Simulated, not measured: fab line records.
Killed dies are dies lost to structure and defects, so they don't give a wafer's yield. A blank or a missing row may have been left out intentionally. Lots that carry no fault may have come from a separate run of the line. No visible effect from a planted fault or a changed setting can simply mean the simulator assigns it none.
fab line records	flow n5-finfet
record lots=24	wafers=72	last-day=18
route steps=1938 shown BEOL_M5@1172 BEOL_M6@1211
lots untouched by any fault: they come from a run of this same line in which no faults occurred
start-h: the number of hours between the record's first day and the start of the first shown wafer of the lot	wait-h: hours since the lot's step before	" the same as in the row above	L1.1+2: a row that stands for several wafers	- no value present, or no start provided	* or withheld: withheld	< > ~ a bound
route shown NAME@n: names a module that has steps shown in the file, with the first one's number in the route	usual: the fault-free wafers' mean and standard deviation	same: alike in all rows	chamber/n: place in a boat	sites: readings site by site	_std_site: standard deviation across them	_edge_site: mean of outer sites minus mean of inner sites	radius-mm: for every site, how far away it sits from the centre of the wafer	mask NAME#n: copy n	behind: the last tool/chamber to shape the wafer	hold: cause of the lot's hold/its duration in hours/its outcome	device: whichever transistor did not switch (one of n, p or np)	end of line: the same wafers' tests at the end of the route	for a step that has no rows: nothing shown but its recipe	killed: not the wafer's yield, but the dies lost to structure and defects at the first sort	map: dies across one wafer; x = killed, . = not, _ = none there
set.NAME: setting as actually run; set.NAME@STEP: the setting as run at that earlier step	model.NAME: the simulator's own value behind a step, which no gauge read
steps of the route over a sample of lots; a table a step, a row a wafer
services: a tool's chamber out of use, with start hour (start-h, from the record's first day; less than 0 if before it), hours out, and reason
## steps
# step N5_BEOL_M5_ALD_86
# recipe material=TaN	target-thk-a=*	temp-c=275	ald-precursor-family=PDMAT	ald-co-reactant=NH3	pressure-torr=3	carrier-flow-sccm=1500	pulse-time-s=2	purge-time-s=3	co-reactant-purge-time-s=2	co-reactant-pulse-time-s=3	ald-cycles=30	precursor-vessel-temp-c=75	precursor-vessel-pressure-torr=26.25	precursor-vessel-carrier-sccm=1000
# usual heater-power-w=425/51	precursor-vessel-pressure-torr=26.25/0.055
# same ald-cycles=30	co-reactant-purge-time-s=2
lot.wafer	tool	chamber	start-h	wait-h	heater-power-w	precursor-vessel-pressure-torr
L074.4	ald-metal-03	1	174.98	0.0	368	26.22
L074.5	"	3	"	"	477	26.16
L074.6	"	2	"	"	405	26.16
L075.3	ald-metal-03	3	181.69	0.1	452	26.29
L075.4	"	2	"	"	406	26.15
L075.5	"	1	"	"	364	26.22
L076.2	ald-metal-02	3	182.08	0.0	435	26.30
L076.3	"	1	"	"	488	26.33
L076.4	"	2	"	"	487	26.23
L077.3	ald-metal-02	1	196.22	0.1	493	26.22
L077.4	"	0	"	"	456	26.28
L077.5	"	3	"	"	431	26.20
L078.1	ald-metal-03	3	200.28	0.1	465	26.25
L078.2	"	2	"	"	398	26.33
L078.4	"	0	"	"	350	26.23
L080.1	ald-metal-03	2	206.66	0.3	401	26.22
L080.2	"	3	"	"	462	26.25
L080.5	"	2	"	"	404	26.24
L079.1	ald-metal-04	3	207.34	0.3	442	26.33
L079.3	"	1	"	"	406	26.30
L079.4	"	2	"	"	453	26.25
L081.2	ald-metal-02	0	215.47	0.3	449	26.27
L081.3	"	3	"	"	455	26.25
L081.6	"	1	"	"	502	26.31
L083.3	ald-metal-03	2	228.11	0.0	406	26.22
L083.5	"	1	"	"	368	26.15
L083.6	"	2	"	"	403	26.13
L082.1	ald-metal-04	0	228.53	0.1	355	26.31
L082.4	"	1	"	"	410	26.27
L082.5	"	0	"	"	349	26.34
L084.3	ald-metal-03	1	231.69	0.1	363	26.28
L084.4	"	3	"	"	456	26.20
L084.6	"	3	"	"	475	26.16
L085.1	ald-metal-02	3	240.76	0.2	426	26.27
L085.3	"	2	"	"	480	26.32
L085.5	"	2	"	"	489	26.25
L086.1	ald-metal-03	1	253.58	0.0	370	26.30
L086.2	"	2	"	"	402	26.30
L086.6	"	0	"	"	349	26.35
L087.1	ald-metal-04	2	259.99	0.0	459	26.31
L087.5	"	3	"	"	446	26.23
L087.6	"	0	"	"	364	26.26
L089.3	ald-metal-03	3	279.81	0.1	463	26.33
L089.5	"	2	"	"	393	26.31
L089.6	"	1	"	"	369	26.34
L088.1	ald-metal-02	1	285.76	0.1	494	26.19
L088.2	"	0	"	"	463	26.29
L088.5	"	1	"	"	495	26.30
L090.1	ald-metal-03	0	290.93	0.1	338	26.30
L090.4	"	1	"	"	365	26.19
L090.5	"	3	"	"	471	26.25
L091.2	ald-metal-03	0	292.98	0.1	339	26.27
L091.3	"	3	"	"	477	26.29
L091.5	"	2	"	"	396	26.19
L093.1	ald-metal-04	1	298.52	0.2	410	26.18
L093.2	"	0	"	"	344	26.21
L093.6	"	0	"	"	351	26.27
L092.1	ald-metal-02	1	298.76	0.0	487	26.27
L092.4	"	2	"	"	478	26.15
L092.6	"	0	"	"	468	26.23
L094.3	ald-metal-02	2	307.70	0.1	485	26.24
L094.4	"	0	"	"	445	26.20
L094.6	"	2	"	"	477	26.23
L095.1	ald-metal-03	3	314.45	0.0	467	26.33
L095.5	"	0	"	"	341	26.20
L095.6	"	1	"	"	366	26.27
L097.3	ald-metal-03	0	322.36	0.1	341	26.22
L097.4	"	2	"	"	415	26.20
L097.6	"	3	"	"	462	26.21
L096.1	ald-metal-02	0	325.65	0.1	458	26.30
L096.2	"	2	"	"	475	26.27
L096.4	"	1	"	"	495	26.30
# step N5_BEOL_M5_ANNEAL_49
# recipe temp-c=400	time-s=1800	ambient=vacuum
# usual heater-power-w=913/88
lot.wafer	tool	chamber	start-h	wait-h	heater-power-w
L074.4	pvd-sputter-02	-	175.62	0.0	767
L074.5	"	-	"	"	925
L074.6	"	-	"	"	730
L075.3	pvd-sputter-03	-	182.34	0.0	819
L075.4	"	-	"	"	974
L075.5	"	-	"	"	933
L076.2	pvd-sputter-01	-	182.97	0.0	889
L076.3	"	-	"	"	1030
L076.4	"	-	"	"	851
L077.3	pvd-sputter-03	-	196.75	0.0	831
L077.4	"	-	"	"	994
L077.5	"	-	"	"	961
L078.1	pvd-sputter-02	-	201.01	0.0	960
L078.2	"	-	"	"	752
L078.4	"	-	"	"	880
L080.1	pvd-sputter-01	-	207.61	0.0	1047
L080.2	"	-	"	"	846
L080.5	"	-	"	"	1019
L079.1	pvd-sputter-03	-	208.39	0.0	849
L079.3	"	-	"	"	822
L079.4	"	-	"	"	946
L081.2	pvd-sputter-03	-	217.52	0.0	816
L081.3	"	-	"	"	840
L081.6	"	-	"	"	901
L083.3	pvd-sputter-03	-	228.68	0.0	806
L083.5	"	-	"	"	810
L083.6	"	-	"	"	829
L082.1	pvd-sputter-02	-	229.35	0.0	908
L082.4	"	-	"	"	1014
L082.5	"	-	"	"	747
L084.3	pvd-sputter-03	-	233.11	0.0	844
L084.4	"	-	"	"	1009
L084.6	"	-	"	"	844
L085.1	pvd-sputter-02	-	241.34	0.0	922
L085.3	"	-	"	"	757
L085.5	"	-	"	"	1028
L086.1	pvd-sputter-02	-	254.32	0.0	1006
L086.2	"	-	"	"	899
L086.6	"	-	"	"	879
L087.1	pvd-sputter-02	-	260.51	0.0	1008
L087.5	"	-	"	"	907
L087.6	"	-	"	"	761
L089.3	pvd-sputter-03	-	280.46	0.0	812
L089.5	"	-	"	"	1027
L089.6	"	-	"	"	936
L088.1	pvd-sputter-02	-	286.47	0.0	1022
L088.2	"	-	"	"	755
L088.5	"	-	"	"	1043
L090.1	pvd-sputter-02	-	293.03	0.0	921
L090.4	"	-	"	"	777
L090.5	"	-	"	"	895
L091.2	pvd-sputter-03	-	293.74	0.0	910
L091.3	"	-	"	"	1006
L091.5	"	-	"	"	996
L093.1	pvd-sputter-01	-	299.32	0.0	895
L093.2	"	-	"	"	1056
L093.6	"	-	"	"	1030
L092.1	pvd-sputter-03	-	301.15	0.0	831
L092.4	"	-	"	"	933
L092.6	"	-	"	"	822
L094.3	pvd-sputter-03	-	308.30	0.0	918
L094.4	"	-	"	"	822
L094.6	"	-	"	"	1029
L095.1	pvd-sputter-01	-	315.32	0.0	1036
L095.5	"	-	"	"	849
L095.6	"	-	"	"	896
L097.3	pvd-sputter-01	-	324.08	0.0	1038
L097.4	"	-	"	"	1029
L097.6	"	-	"	"	903
L096.1	pvd-sputter-03	-	326.51	0.0	910
L096.2	"	-	"	"	825
L096.4	"	-	"	"	827
# step N5_BEOL_M5_THK_MEAS_53
# recipe thk-meas-gauge=xrf	reads=Cu_of_BEOL_M5_ECD_50
# usual M5_THK=60.9/2.6
lot.wafer	tool	chamber	start-h	wait-h	M5_THK[nm]
L074.4	film-metro-02	-	183.71	-	64.5
L074.5	"	-	"	"	62.2
L074.6	"	-	"	"	67.6
L075.3	film-metro-01	-	187.67	-	60.7
L075.4	"	-	"	"	63.3
L075.5	"	-	"	"	61.9
L076.2	film-metro-02	-	189.40	-	62.1
L076.3	"	-	"	"	63.8
L076.4	"	-	"	"	63.2
L077.3	film-metro-02	-	201.85	0.3	60.3
L077.4	"	-	"	"	63.5
L077.5	"	-	"	"	62.1
L078.1	film-metro-01	-	206.07	-	57.0
L078.2	"	-	"	"	65.4
L078.4	"	-	"	"	61.9
L080.1	film-metro-02	-	212.67	-	60.0
L080.2	"	-	"	"	58.3
L080.5	"	-	"	"	58.9
L079.1	film-metro-02	-	214.48	-	68.5
L079.3	"	-	"	"	66.1
L079.4	"	-	"	"	63.3
L081.2	film-metro-01	-	222.58	-	55.2
L081.3	"	-	"	"	60.8
L081.6	"	-	"	"	56.9
L083.3	film-metro-02	-	233.76	-	65.3
L083.5	"	-	"	"	62.9
L083.6	"	-	"	"	64.8
L082.1	film-metro-02	-	234.41	-	62.5
L082.4	"	-	"	"	60.5
L082.5	"	-	"	"	59.8
L084.3	film-metro-01	-	238.54	-	59.2
L084.4	"	-	"	"	59.7
L084.6	"	-	"	"	57.3
L085.1	film-metro-01	-	246.40	-	59.7
L085.3	"	-	"	"	61.0
L085.5	"	-	"	"	60.3
L086.1	film-metro-02	-	259.38	-	64.8
L086.2	"	-	"	"	63.6
L086.6	"	-	"	"	57.1
L087.1	film-metro-02	-	269.71	-	59.1
L087.5	"	-	"	"	61.5
L087.6	"	-	"	"	61.3
L089.3	film-metro-01	-	288.16	-	62.4
L089.5	"	-	"	"	59.3
L089.6	"	-	"	"	61.2
L088.1	film-metro-01	-	294.79	-	60.5
L088.2	"	-	"	"	62.3
L088.5	"	-	"	"	59.2
L090.1	film-metro-02	-	298.09	-	59.5
L090.4	"	-	"	"	58.8
L090.5	"	-	"	"	60.6
L091.2	film-metro-01	-	299.20	-	60.7
L091.3	"	-	"	"	59.3
L091.5	"	-	"	"	61.3
L093.1	film-metro-02	-	305.26	-	56.7
L093.2	"	-	"	"	59.7
L093.6	"	-	"	"	60.6
L092.1	film-metro-01	-	306.99	-	56.5
L092.4	"	-	"	"	58.3
L092.6	"	-	"	"	59.3
L094.3	film-metro-02	-	313.88	-	58.2
L094.4	"	-	"	"	62.7
L094.6	"	-	"	"	61.0
L095.1	film-metro-01	-	321.30	-	61.2
L095.5	"	-	"	"	61.1
L095.6	"	-	"	"	58.5
L097.3	film-metro-01	-	329.15	-	59.4
L097.4	"	-	"	"	60.4
L097.6	"	-	"	"	58.7
L096.1	film-metro-02	-	331.57	-	64.2
L096.2	"	-	"	"	60.2
L096.4	"	-	"	"	66.6
# step N5_BEOL_M5_DEP_56
# recipe material=SiCN	target-thk-a=80	temp-c=withheld	precursor=3MS/NH3	pressure-torr=3	rf-w=202	time-s=14
# usual showerhead-plenum-p-Torr=3.662/0.013	throttle-valve-pct=8.9/0.38
lot.wafer	tool	chamber	start-h	wait-h	showerhead-plenum-p-Torr	throttle-valve-pct
L074.4	pecvd-02	2	183.91	0.0	3.663	9.0
L074.5	"	0	"	"	3.693	8.9
L074.6	"	1	"	"	3.665	9.3
L075.3	pecvd-03	0	188.00	0.0	3.657	9.0
L075.4	"	2	"	"	3.657	9.1
L075.5	"	0	"	"	3.663	8.9
L076.2	pecvd-02	1	189.60	0.0	3.668	9.4
L076.3	"	2	"	"	3.649	8.8
L076.4	"	1	"	"	3.661	9.6
L077.3	pecvd-03	1	202.04	0.0	3.664	9.0
L077.4	"	1	"	"	3.679	9.1
L077.5	"	2	"	"	3.656	9.1
L078.1	pecvd-03	1	206.41	0.0	3.662	8.9
L078.2	"	0	"	"	3.671	9.1
L078.4	"	0	"	"	3.661	8.9
L080.1	pecvd-04	0	212.86	0.0	3.681	8.7
L080.2	"	1	"	"	3.644	8.8
L080.5	"	2	"	"	3.648	8.2
L079.1	pecvd-04	2	215.04	0.0	3.646	8.1
L079.3	"	1	"	"	3.653	8.7
L079.4	"	1	"	"	3.652	8.8
L081.2	pecvd-02	1	222.77	0.0	3.667	9.2
L081.3	"	0	"	"	3.697	9.0
L081.6	"	2	"	"	3.656	8.9
L083.3	pecvd-03	1	233.95	0.0	3.677	9.0
L083.5	"	0	"	"	3.670	8.9
L083.6	"	2	"	"	3.644	8.3
L082.1	pecvd-04	0	234.61	0.0	3.665	8.9
L082.4	"	0	"	"	3.662	8.7
L082.5	"	1	"	"	3.652	9.0
L084.3	pecvd-03	0	238.74	0.0	3.667	9.2
L084.4	"	0	"	"	3.669	9.1
L084.6	"	1	"	"	3.675	9.2
L085.1	pecvd-02	2	246.60	0.0	3.657	8.8
L085.3	"	0	"	"	3.694	9.2
L085.5	"	1	"	"	3.657	9.5
L086.1	pecvd-04	2	259.59	0.0	3.647	8.4
L086.2	"	1	"	"	3.657	8.8
L086.6	"	2	"	"	3.647	8.2
L087.1	pecvd-02	0	269.91	0.0	3.697	9.4
L087.5	"	2	"	"	3.660	8.8
L087.6	"	1	"	"	3.672	9.1
L089.3	pecvd-03	1	288.36	0.0	3.673	9.2
L089.5	"	1	"	"	3.676	9.4
L089.6	"	2	"	"	3.641	8.2
L088.1	pecvd-03	0	295.04	0.0	3.661	9.4
L088.2	"	2	"	"	3.653	8.6
L088.5	"	2	"	"	3.656	8.1
L090.1	pecvd-04	0	298.28	0.0	3.669	8.4
L090.4	"	2	"	"	3.645	8.2
L090.5	"	1	"	"	3.651	8.6
L091.2	pecvd-04	2	299.40	0.0	3.651	8.5
L091.3	"	0	"	"	3.668	8.5
L091.5	"	0	"	"	3.668	8.6
L093.1	pecvd-02	1	305.47	0.0	3.662	9.5
L093.2	"	2	"	"	3.659	8.8
L093.6	"	2	"	"	3.663	8.8
L092.1	pecvd-02	2	307.20	0.0	3.665	9.3
L092.4	"	1	"	"	3.666	9.5
L092.6	"	1	"	"	3.667	9.5
L094.3	pecvd-04	0	314.07	0.0	3.664	8.6
L094.4	"	2	"	"	3.645	8.3
L094.6	"	0	"	"	3.669	8.8
L095.1	pecvd-02	1	321.51	0.0	3.663	9.5
L095.5	"	1	"	"	3.657	9.7
L095.6	"	2	"	"	3.659	8.7
L097.3	pecvd-02	0	329.35	0.0	3.694	8.7
L097.4	"	0	"	"	3.689	8.5
L097.6	"	1	"	"	3.663	9.3
L096.1	pecvd-03	2	331.76	0.0	3.638	8.5
L096.2	"	1	"	"	3.666	9.0
L096.4	"	1	"	"	3.673	9.3
# step N5_BEOL_M6_ETCH_61
# recipe chemistry=CF4	target=SiARC	target-depth-a=455	mask-material=CAR-ArF	time-s=75.8	ion-energy-ev=80	pressure-mtorr=40	source-w=545	bias-w=36	Ar_flow_sccm=100	cf4-flow-sccm=100	ends=cleared
# usual drypump-motor-current-A=5.5/0.54	etch-rf-on-time-s=76.1/2.6	oes-product-au=0.66/0.07	rf-vpp-V=184.1/1.3	showerhead-plenum-p-Torr=2.14/0.084	throttle-valve-pct=15.53/0.28
lot.wafer	tool	chamber	start-h	wait-h	drypump-motor-current-A	etch-rf-on-time-s	oes-product-au	rf-hours-counter-h	rf-vpp-V	showerhead-plenum-p-Torr	throttle-valve-pct
L074.4	rie-diel-05	2	190.51	0.0	6.2	74.0	0.61	199	182.3	2.05	15.90
L074.5	"	0	"	"	5.2	79.7	0.60	-	184.1	2.13	15.48
L074.6	"	3	"	"	4.8	72.5	0.63	-	185.8	2.22	15.65
L075.3	rie-diel-03	1	190.55	0.0	5.4	74.2	0.75	31	184.5	2.09	15.11
L075.4	"	3	"	"	6.5	73.2	0.66	-	183.4	2.06	15.84
L075.5	"	0	"	"	5.2	78.5	0.75	-	185.8	2.29	15.34
L076.2	rie-diel-03	0	191.23	0.0	5.2	78.4	0.75	17	185.9	2.29	15.37
L076.3	"	3	"	"	6.5	72.9	0.66	135	182.1	2.06	15.83
L076.4	"	1	"	"	5.4	74.1	0.75	-	184.2	2.09	15.13
L077.3	rie-diel-03	3	204.84	0.0	6.5	73.3	0.65	140	183.2	2.06	15.87
L077.4	"	1	"	"	5.4	74.3	0.74	36	183.1	2.09	15.11
L077.5	"	1	"	"	5.4	73.5	0.74	-	182.4	2.09	15.12
L078.1	rie-diel-01	2	209.14	0.0	5.6	72.2	0.78	27	186.2	2.28	15.25
L078.2	"	0	"	"	6.0	78.2	0.59	221	185.2	2.19	15.66
L078.4	"	1	"	"	5.9	74.7	0.61	192	185.6	2.20	15.74
L080.1	rie-diel-05	3	214.35	0.0	4.8	74.1	0.61	202	183.1	2.21	15.68
L080.2	"	1	"	"	5.4	80.9	0.59	194	184.2	2.10	15.68
L080.5	"	3	"	"	4.8	73.1	0.62	-	184.8	2.21	15.68
L079.1	rie-diel-05	2	218.13	0.0	6.2	74.6	0.60	208	181.5	2.05	15.92
L079.3	"	0	"	"	5.2	80.7	0.59	199	183.6	2.12	15.51
L079.4	"	1	"	"	5.4	79.7	0.60	195	184.8	2.10	15.69
L081.2	rie-diel-01	2	225.32	0.0	5.5	72.6	0.77	32	186.4	2.28	15.25
L081.3	"	3	"	"	5.7	79.2	0.74	23	183.9	2.10	15.23
L081.6	"	0	"	"	6.0	77.2	0.58	-	184.4	2.18	15.68
L083.3	rie-diel-05	3	237.74	0.0	4.8	74.8	0.62	209	185.3	2.21	15.69
L083.5	"	2	"	"	6.2	75.0	0.60	-	183.5	2.05	15.92
L083.6	"	1	"	"	5.4	80.7	0.59	-	183.3	2.10	15.71
L082.1	rie-diel-01	1	238.05	0.0	5.9	77.1	0.60	202	185.0	2.20	15.76
L082.4	"	3	"	"	5.7	79.8	0.73	-	184.2	2.10	15.24
L082.5	"	1	"	"	5.9	76.3	0.60	-	185.1	2.20	15.75
L084.3	rie-diel-05	2	241.22	0.0	6.2	73.7	0.60	219	182.1	2.05	15.92
L084.4	"	2	"	"	6.3	74.4	0.59	-	183.3	2.05	15.95
L084.6	"	3	"	"	4.8	74.5	0.60	-	184.1	2.21	15.69
L085.1	rie-diel-03	0	248.26	0.0	5.2	77.5	0.72	37	184.6	2.29	15.39
L085.3	"	2	"	"	4.7	74.6	0.80	16	184.4	2.10	15.18
L085.5	"	3	"	"	6.4	74.2	0.63	-	182.8	2.06	15.87
L086.1	rie-diel-03	3	263.81	0.0	6.5	74.7	0.63	161	183.6	2.05	15.91
L086.2	"	0	"	"	5.2	79.3	0.71	42	187.0	2.28	15.41
L086.6	"	0	"	"	5.2	78.7	0.71	-	186.0	2.28	15.38
L087.1	rie-diel-03	2	271.75	0.0	4.7	74.9	0.78	22	183.6	2.09	15.23
L087.5	"	1	"	"	5.4	73.0	0.73	-	182.9	2.08	15.14
L087.6	"	0	"	"	5.2	78.9	0.71	-	185.9	2.28	15.41
L089.3	rie-diel-03	0	290.16	0.0	5.2	78.8	0.70	50	186.5	2.28	15.43
L089.5	"	1	"	"	5.4	73.2	0.71	-	183.2	2.08	15.18
L089.6	"	2	"	"	4.7	75.5	0.77	-	184.6	2.09	15.23
L088.1	rie-diel-01	3	298.37	0.0	5.7	80.8	0.69	49	183.3	2.09	15.27
L088.2	"	2	"	"	5.6	73.1	0.75	56	186.0	2.27	15.30
L088.5	"	1	"	"	5.9	77.7	0.58	-	185.9	2.19	15.80
L090.1	rie-diel-03	0	303.70	0.0	5.2	77.9	0.69	54	185.3	2.28	15.42
L090.4	"	1	"	"	5.4	72.7	0.71	68	183.5	2.08	15.18
L090.5	"	3	"	"	6.4	74.5	0.63	-	183.2	2.05	15.92
L091.2	rie-diel-03	0	303.97	0.0	5.2	78.4	0.69	54	184.6	2.28	15.43
L091.3	"	2	"	"	4.7	75.6	0.76	34	183.6	2.09	15.23
L091.5	"	1	"	"	5.4	72.4	0.71	-	183.3	2.08	15.19
L093.1	rie-diel-01	2	307.67	0.0	5.5	72.7	0.74	60	185.1	2.27	15.30
L093.2	"	1	"	"	5.9	75.7	0.58	228	183.1	2.19	15.80
L093.6	"	2	"	"	5.5	72.4	0.75	-	184.6	2.27	15.31
L092.1	rie-diel-03	0	308.86	0.0	5.2	78.1	0.70	56	185.8	2.28	15.44
L092.4	"	2	"	"	4.7	76.2	0.76	36	184.2	2.09	15.23
L092.6	"	2	"	"	4.7	76.8	0.75	-	184.1	2.09	15.22
L094.3	rie-diel-05	2	315.50	0.0	6.2	74.6	0.59	239	182.6	2.04	16.00
L094.4	"	3	"	"	4.8	73.6	0.59	237	182.0	2.20	15.76
L094.6	"	3	"	"	4.8	74.2	0.59	-	184.1	2.20	15.75
L095.1	rie-diel-03	2	323.31	0.0	4.7	75.5	0.75	40	183.8	2.09	15.24
L095.5	"	2	"	"	4.7	75.2	0.75	-	183.8	2.09	15.24
L095.6	"	1	"	"	5.4	72.6	0.71	-	182.9	2.08	15.20
L097.3	rie-diel-03	1	331.67	0.0	5.4	73.5	0.70	77	183.0	2.07	15.20
L097.4	"	2	"	"	4.7	76.6	0.75	44	184.3	2.09	15.25
L097.6	"	0	"	"	5.2	79.0	0.69	-	186.9	2.28	15.44
L096.1	rie-diel-05	2	337.31	0.0	6.2	74.7	0.58	245	183.2	2.04	16.00
L096.2	"	3	"	"	4.8	74.0	0.59	244	185.4	2.20	15.76
L096.4	"	2	"	"	6.2	75.1	0.58	-	182.1	2.04	15.99
# step N5_BEOL_M6_STRIP_36
# recipe chemistry=N2/H2	power-w=450	temp-c=40	pressure-mtorr=20	rf-frequency-hz=6e+07	overash-fraction=0.3	bias-power-w=7	h2-frac=0.5	n2-flow-sccm=200	h2-flow-sccm=200
# usual drypump-motor-current-A=5.6/0.5	n2-flow-sccm=200.0/0.57	oes-product-au=0.78/0.093	rf-vpp-V=59.2/1.5	showerhead-plenum-p-Torr=2.54/0.097	throttle-valve-pct=23.4/0.41
# same overash-fraction=0.3
lot.wafer	tool	chamber	start-h	wait-h	drypump-motor-current-A	n2-flow-sccm	oes-product-au	rf-hours-counter-h	rf-vpp-V	showerhead-plenum-p-Torr	throttle-valve-pct
L074.4	rie-diel-01	1	192.99	0.0	5.9	200.3	0.72	185	60.5	2.62	23.7
L074.5	"	2	"	"	5.5	199.1	0.92	-	59.6	2.70	23.0
L074.6	"	1	"	"	5.9	200.7	0.71	-	61.8	2.62	23.6
L076.2	rie-diel-01	2	193.38	0.0	5.6	200.2	0.92	21	60.5	2.70	23.0
L076.3	"	1	"	"	5.9	200.3	0.71	185	60.9	2.62	23.6
L076.4	"	0	"	"	6.0	199.6	0.68	215	60.9	2.62	23.7
L075.3	rie-diel-03	0	193.67	0.0	5.2	199.9	0.89	18	58.2	2.69	23.4
L075.4	"	0	"	"	5.2	200.5	0.89	-	59.7	2.69	23.5
L075.5	"	1	"	"	5.4	200.2	0.84	-	58.8	2.46	22.8
L077.3	rie-diel-01	2	206.43	0.0	5.6	200.9	0.91	26	59.3	2.70	23.0
L077.4	"	0	"	"	6.0	200.6	0.67	220	57.4	2.62	23.7
L077.5	"	3	"	"	5.7	200.4	0.90	-	60.3	2.48	23.0
L078.1	rie-diel-01	1	212.28	0.0	5.9	198.6	0.71	193	59.6	2.61	23.7
L078.2	"	3	"	"	5.7	199.3	0.90	19	58.1	2.48	23.0
L078.4	"	0	"	"	6.0	200.1	0.67	222	57.7	2.62	23.8
L080.1	rie-diel-05	2	216.90	0.0	6.2	199.8	0.69	208	58.9	2.42	24.2
L080.2	"	1	"	"	5.4	199.5	0.70	195	58.4	2.50	23.4
L080.5	"	0	"	"	5.2	199.9	0.69	-	58.4	2.51	23.0
L079.1	rie-diel-03	0	220.96	0.0	5.2	200.3	0.88	27	62.4	2.68	23.5
L079.3	"	2	"	"	4.7	200.4	0.99	7	60.8	2.50	23.4
L079.4	"	1	"	"	5.4	198.4	0.83	42	60.0	2.46	22.8
L081.2	rie-diel-01	0	226.46	0.0	6.0	200.8	0.68	227	59.1	2.62	23.8
L081.3	"	2	"	"	5.6	199.0	0.90	33	59.2	2.69	23.0
L081.6	"	2	"	"	5.5	199.3	0.90	-	58.0	2.69	23.0
L082.1	rie-diel-03	0	239.55	0.0	5.2	200.3	0.85	33	60.3	2.68	23.5
L082.4	"	2	"	"	4.7	200.9	0.96	13	60.3	2.50	23.4
L082.5	"	1	"	"	5.4	200.4	0.81	-	58.6	2.45	22.8
L083.3	rie-diel-03	2	240.44	0.0	4.7	199.8	0.97	13	57.2	2.50	23.4
L083.5	"	3	"	"	6.5	200.2	0.73	-	59.8	2.43	24.1
L083.6	"	0	"	"	5.2	199.6	0.84	-	60.6	2.68	23.4
L084.3	rie-diel-05	3	243.93	0.0	4.8	200.4	0.70	-	60.0	2.63	23.6
L084.4	"	1	"	"	5.4	199.9	0.70	-	59.4	2.49	23.5
L084.6	"	3	"	"	4.8	200.2	0.70	-	59.7	2.63	23.6
L085.1	rie-diel-03	2	252.30	0.0	4.7	200.4	0.93	18	57.6	2.50	23.4
L085.3	"	0	"	"	5.2	199.6	0.84	39	61.6	2.68	23.5
L085.5	"	0	"	"	5.2	199.1	0.84	-	58.0	2.68	23.5
L086.1	rie-diel-01	2	265.14	0.0	5.6	200.0	0.86	44	62.2	2.69	23.0
L086.2	"	3	"	"	5.7	199.9	0.84	38	57.1	2.47	23.1
L086.6	"	2	"	"	5.5	199.4	0.86	-	60.0	2.69	23.0
L087.1	rie-diel-05	0	273.77	0.0	5.2	200.4	0.68	212	59.9	2.50	23.0
L087.5	"	1	"	"	5.4	200.5	0.69	-	58.9	2.48	23.5
L087.6	"	2	"	"	6.2	199.5	0.68	-	57.3	2.42	24.2
L089.3	rie-diel-05	1	293.06	0.0	5.4	200.3	0.68	224	58.2	2.48	23.5
L089.5	"	2	"	"	6.2	199.6	0.67	-	60.7	2.42	24.2
L089.6	"	3	"	"	4.8	200.6	0.69	-	60.9	2.62	23.6
L088.1	rie-diel-03	2	302.78	0.0	4.7	199.9	0.89	33	56.0	2.49	23.4
L088.2	"	0	"	"	5.2	200.2	0.82	54	58.0	2.67	23.5
L088.5	"	3	"	"	6.5	199.8	0.71	-	57.6	2.42	24.1
L090.1	rie-diel-01	2	306.56	0.0	5.6	200.7	0.86	59	59.4	2.68	23.1
L090.4	"	1	"	"	5.9	200.3	0.68	-	56.1	2.60	23.7
L090.5	"	3	"	"	5.7	200.7	0.82	-	60.2	2.47	23.1
L091.2	rie-diel-01	3	307.02	0.0	5.7	200.8	0.82	52	60.8	2.47	23.1
L091.3	"	1	"	"	5.9	198.9	0.68	227	57.3	2.60	23.7
L091.5	"	2	"	"	5.5	200.5	0.87	-	61.8	2.68	23.1
L092.1	rie-diel-03	3	310.27	0.0	6.5	200.2	0.71	176	59.4	2.42	24.1
L092.4	"	2	"	"	4.7	200.2	0.90	36	58.6	2.49	23.5
L092.6	"	1	"	"	5.4	199.7	0.81	-	59.4	2.44	22.9
L093.1	rie-diel-05	3	310.70	0.0	4.8	199.9	0.67	235	59.8	2.62	23.6
L093.2	"	0	"	"	5.2	199.7	0.65	225	58.8	2.49	23.0
L093.6	"	1	"	"	5.4	199.9	0.68	-	62.2	2.48	23.5
L094.3	rie-diel-03	0	318.58	0.0	5.2	199.5	0.81	59	60.3	2.67	23.5
L094.4	"	2	"	"	4.7	199.8	0.88	39	59.0	2.49	23.4
L094.6	"	3	"	"	6.5	200.2	0.72	-	60.0	2.42	24.1
L095.1	rie-diel-03	2	324.87	0.0	4.7	199.5	0.88	41	57.3	2.49	23.5
L095.5	"	0	"	"	5.2	200.0	0.81	-	60.3	2.67	23.5
L095.6	"	3	"	"	6.4	199.8	0.71	-	58.8	2.42	24.1
L097.3	rie-diel-05	3	336.49	0.0	4.8	200.3	0.68	243	57.4	2.62	23.6
L097.4	"	0	"	"	5.2	199.7	0.66	-	56.7	2.49	23.0
L097.6	"	3	"	"	4.8	199.9	0.69	-	58.2	2.62	23.6
L096.1	rie-diel-01	0	341.40	0.0	6.0	200.6	0.93	12	58.5	2.60	23.5
L096.2	"	3	"	"	5.7	198.7	0.81	65	58.2	2.46	23.1
L096.4	"	0	"	"	6.0	199.1	0.93	-	59.8	2.60	23.6
## services
tool	chamber	start-h	hours	kind
pvd-sputter-03	-	155.67	1.6	repair
pecvd-03	-	157.33	1.4	repair
pecvd-04	1	166.93	6.9	repair
pecvd-04	0	168.48	16.4	repair
pvd-sputter-01	-	176.49	2.6	repair
pecvd-04	2	195.91	3.0	repair
pecvd-04	-	201.22	6.0	pm
pecvd-04	-	207.59	1.6	repair
ald-metal-03	-	211.50	0.8	repair
rie-diel-05	3	226.98	4.9	repair
rie-diel-01	2	234.02	5.6	repair
pvd-sputter-01	-	234.69	2.1	repair
pecvd-03	1	235.50	1.9	repair
ald-metal-03	-	241.79	6.0	pm
rie-diel-05	2	241.81	11.7	repair
pvd-sputter-01	-	256.70	7.0	repair
rie-diel-05	1	284.48	2.8	repair
ald-metal-02	3	284.62	23.8	repair
pecvd-04	0	294.62	3.5	repair
ald-metal-02	-	299.02	0.4	repair
ald-metal-02	-	304.15	1.0	repair
ald-metal-02	1	320.79	2.7	repair
rie-diel-01	1	330.90	18.3	repair
rie-diel-05	1	334.52	2.8	repair
## key
fault none
